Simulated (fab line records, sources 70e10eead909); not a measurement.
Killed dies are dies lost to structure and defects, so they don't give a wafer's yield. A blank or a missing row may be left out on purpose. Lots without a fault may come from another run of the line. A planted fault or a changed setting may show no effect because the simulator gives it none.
Which tool did it? | flow nand_harc | 13 lots, 39 wafers sampled, at 5 steps of a route of 1302

WHAT THE GAUGES READ, wafer by wafer
NHARC_P_BONDPAD_THK_MEAS_20: measures by xrf.
lot  | measured     | on            | thk_nm (nm)
L704 | day 6 12:47  | film_metro-02 | 161.1 160.2 159.6
L705 | day 7 04:10  | film_metro-02 | 163.7 158.3 158.8
L706 | day 7 07:59  | film_metro-01 | 160.0 159.9 161.6
L707 | day 7 22:34  | film_metro-02 | 160.9 160.9 160.5
L711 | day 9 22:50  | film_metro-02 | 160.4 157.3 158.9
L712 | day 10 00:00 | film_metro-02 | 158.9 160.9 160.8
L714 | day 11 01:37 | film_metro-02 | 164.3 162.3 160.6
L715 | day 11 07:10 | film_metro-01 | 162.3 161.5 160.7
L716 | day 11 13:55 | film_metro-02 | 163.6 163.2 159.4
L724 | day 15 00:33 | film_metro-02 | 162.7 162.9 158.9
L725 | day 15 10:04 | film_metro-02 | 160.6 160.2 161.7
L726 | day 15 19:35 | film_metro-01 | 159.2 160.1 160.7
L727 | day 16 07:32 | film_metro-02 | 158.3 159.9 161.9

NHARC_A_SOURCE_PLATE_THK_MEAS_06: measures by ellipsometry.
lot  | measured     | on            | thk_nm (nm)
L704 | day 7 11:44  | film_metro-01 | 196.9 196.7 198.9
L705 | day 8 03:16  | film_metro-01 | 201.4 199.1 197.3
L706 | day 8 07:07  | film_metro-01 | 197.8 196.1 196.2
L707 | day 8 20:53  | film_metro-02 | 195.9 196.2 196.3
L711 | day 10 23:09 | film_metro-01 | 202.6 199.5 200.7
L712 | day 10 23:09 | film_metro-02 | 201.5 199.9 202.5
L714 | day 12 02:00 | film_metro-01 | 200.2 200.0 201.9
L715 | day 12 08:17 | film_metro-02 | 201.0 199.7 199.8
L716 | day 12 13:14 | film_metro-02 | 200.2 200.5 198.4
L724 | day 16 00:37 | film_metro-02 | 198.9 197.6 198.3
L725 | day 16 08:28 | film_metro-02 | 199.2 199.9 199.4
L726 | day 16 21:57 | film_metro-01 | 198.2 199.2 202.7
L727 | day 17 09:28 | film_metro-02 | 200.3 197.6 197.8

NHARC_A_ONON_D1_THK_MEAS_27: measures by ellipsometry.
lot  | measured     | on            | thk_nm (nm)
L704 | day 8 00:07  | film_metro-02 | 997 995 997
L705 | day 8 16:27  | film_metro-02 | 1006 1009 1008
L706 | day 8 16:28  | film_metro-01 | 1021 1022 1020
L707 | day 9 09:17  | film_metro-01 | 1013 1013 1014
L711 | day 11 11:43 | film_metro-01 | 991 989 989
L712 | day 11 11:44 | film_metro-02 | 1009 1007 1008
L714 | day 12 17:25 | film_metro-02 | 1021 1020 1020
L715 | day 12 17:38 | film_metro-02 | 994 993 993
L716 | day 13 01:40 | film_metro-01 | 1009 1006 1007
L724 | day 16 14:54 | film_metro-01 | 1007 1006 1007
L725 | day 17 03:31 | film_metro-01 | 1010 1012 1011
L726 | day 17 10:50 | film_metro-01 | 1014 1016 1014
L727 | day 18 01:26 | film_metro-01 | 1000 1000 1001

NHARC_A_ONON_D1_THK_MEAS_34: measures by ellipsometry.
lot  | measured     | on            | thk_nm (nm)
L704 | day 8 01:17  | film_metro-01 | 197.6 200.7 197.1
L705 | day 8 17:29  | film_metro-01 | 196.3 197.9 197.2
L706 | day 8 17:42  | film_metro-01 | 195.9 199.9 196.9
L707 | day 9 10:20  | film_metro-02 | 196.8 197.8 198.4
L711 | day 11 12:46 | film_metro-01 | 198.6 203.2 200.8
L712 | day 11 12:52 | film_metro-02 | 199.7 199.7 200.9
L714 | day 12 18:27 | film_metro-01 | 179.2 178.0 181.4
L715 | day 12 18:41 | film_metro-02 | 194.9 196.5 194.8
L716 | day 13 02:43 | film_metro-01 | 181.7 181.9 184.4
L724 | day 16 15:56 | film_metro-01 | 198.9 205.7 201.5
L725 | day 17 04:33 | film_metro-01 | 196.6 198.2 201.7
L726 | day 17 11:53 | film_metro-02 | 195.7 194.9 199.7
L727 | day 18 02:28 | film_metro-02 | 200.8 204.3 203.6

WHICH TOOL RAN EACH LOT (tool, then ch and the chambers of the sampled wafers, then the start)
lot  | NHARC_A_ONON_D1_DEP_33
L704 | pecvd-02 ch 0,1, day 8 00:48
L705 | pecvd-02 ch 0,1,2, day 8 17:04
L706 | pecvd-01 ch 0,2, day 8 17:17
L707 | pecvd-02 ch 0,1, day 9 09:55
L711 | pecvd-01 ch 0,2, day 11 12:26
L712 | pecvd-02 ch 0,1,2, day 11 12:27
L714 | pecvd-02 ch 0,2, day 12 18:05
L715 | pecvd-03 ch 0,2, day 12 18:16
L716 | pecvd-02 ch 0,2, day 13 02:21
L724 | pecvd-02 ch 1,2, day 16 15:34
L725 | pecvd-01 ch 0,1,2, day 17 04:08
L726 | pecvd-03 ch 0,1, day 17 11:28
L727 | pecvd-01 ch 1,2, day 18 02:06
- NHARC_A_ONON_D1_DEP_33: deposits SiO2, target thk 200 nm.

WHAT THE TOOLS THEMSELVES READ (means of the sampled wafers that have a number; where no wafer has one, the mark that the record gives instead)
NHARC_A_ONON_D1_DEP_33.
lot  | tool     | heater_power_w (W) | mfc_precursor_sccm (sccm) | susceptor_temp_C (C) | throttle_valve_pct (%)
L704 | pecvd-02 | 581                | 160.8                     | 399.92               | 16.3
L705 | pecvd-02 | 573                | 162.1                     | 400.19               | 16.2
L706 | pecvd-01 | 507                | 161.7                     | 399.98               | 15.8
L707 | pecvd-02 | 586                | 161.4                     | 400.00               | 16.5
L711 | pecvd-01 | 583                | 161.6                     | 400.17               | 16.2
L712 | pecvd-02 | 541                | 161.7                     | 400.20               | 15.7
L714 | pecvd-02 | 495                | 144.2                     | 400.15               | 15.9
L715 | pecvd-03 | 460                | 161.4                     | 399.86               | 15.1
L716 | pecvd-02 | 481                | 144.1                     | 400.34               | 16.0
L724 | pecvd-02 | 600                | 161.4                     | 400.21               | 15.9
L725 | pecvd-01 | 497                | 161.8                     | 400.10               | 15.6
L726 | pecvd-03 | 475                | 161.1                     | 400.03               | 16.2
L727 | pecvd-01 | 582                | 161.5                     | 399.75               | 15.4

THE ANSWER, worked out from the rows above alone
Rule: what is usual is taken from the lots themselves. Put in order of their means at a reading, lots are off if they are a third of the lots or fewer, leave a main group of 4 or more, and stand apart from it by a gap of 3 or more times the standard deviation of the main group's means; of several such gaps the widest counts. A main group whose means are all the same, to the digits that the tables above print for the reading, isn't used. A lot without any number at a reading at which 4 lots or more have one is off too. The other lots that the step has rows for count as sound. The gauges are gone through in route order, then the tools' own readings, and for those a lot's mean is taken as printed above. The first step at which some lot is off is used, and at that step the reading that is off furthest; a lot without a number counts as furthest.
Off: L714, L716, at NHARC_A_ONON_D1_THK_MEAS_34 (thk_nm). The main group: mean 198.9 nm, standard deviation 2.2.
A tool fits if, at a process step before that reading, it ran every lot that is off, and no sound lot after the first of them. The gauges at NHARC_A_ONON_D1_THK_MEAS_34 aren't tried: what is off there is off at NHARC_A_ONON_D1_DEP_33 too, on other tools, and a gauge's error can't cause that. None of those tried fits.

WHAT THE SIMULATOR HAD PUT IN
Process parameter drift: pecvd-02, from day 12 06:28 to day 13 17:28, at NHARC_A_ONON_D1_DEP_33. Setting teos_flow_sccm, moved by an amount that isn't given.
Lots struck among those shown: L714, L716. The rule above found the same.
